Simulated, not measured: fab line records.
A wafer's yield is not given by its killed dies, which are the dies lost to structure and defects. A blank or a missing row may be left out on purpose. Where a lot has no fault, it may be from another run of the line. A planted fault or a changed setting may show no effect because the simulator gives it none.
Chamber matching -- flow n5Finfet -- N5_DUMMY_GATE_ALD_02 on aldSin-02 has 4 sister chambers
The step deposits SiO2, target thk 2 nm, pulse time 1 s. 8 wafers are shown with their chamber, then 10 later ones without.

== WAFERS, EACH WITH ITS CHAMBER ==
wafer,chamber,heaterPowerW (W),precursorPulseHeightRel
L078.4,3,368,0.993
L079.2,1,420,0.979
L079.6,2,485,0.988
L084.1,3,370,0.997
L084.4,0,557,0.988
L084.5,2,463,1.019
L086.1,1,432,1.003
L086.3,0,561,0.967

== WAFERS WITHOUT THEIR CHAMBER ==
wafer,heaterPowerW (W),precursorPulseHeightRel
L086.4,366,1.001
L094.1,375,1.016
L094.5,552,0.990
L094.6,375,0.995
L095.1,371,0.978
L095.2,467,0.999
L095.3,552,1.012
L095.4,436,1.016
L095.5,544,0.972
L095.6,439,0.992

== THE CHAMBER EACH PASSED THROUGH ==
wafer,from the rows above,in truth
L086.4,3,3
L094.1,3,3
L094.5,0,0
L094.6,3,3
L095.1,3,3
L095.2,2,2
L095.3,0,0
L095.4,1,1
L095.5,0,0
L095.6,1,1
Correct placement for 10 of the 10. Number that these rows cannot place: 0. Number placed wrongly: 0.
How it was worked out, from the rows above alone: a wafer's distance from a chamber is the root of the sum, over the readings, of the square of ((its reading less the chamber's mean) divided by the reading's scatter). The wafer belongs to the nearest chamber; if the next one is less than 2 further off, it can't be placed. The mean given for a chamber averages the wafers shown for that chamber. How the scatter is found: for the shown wafers, subtract from each reading the mean of its chamber, square and add these, divide the total by (wafers less chambers), then take the root.
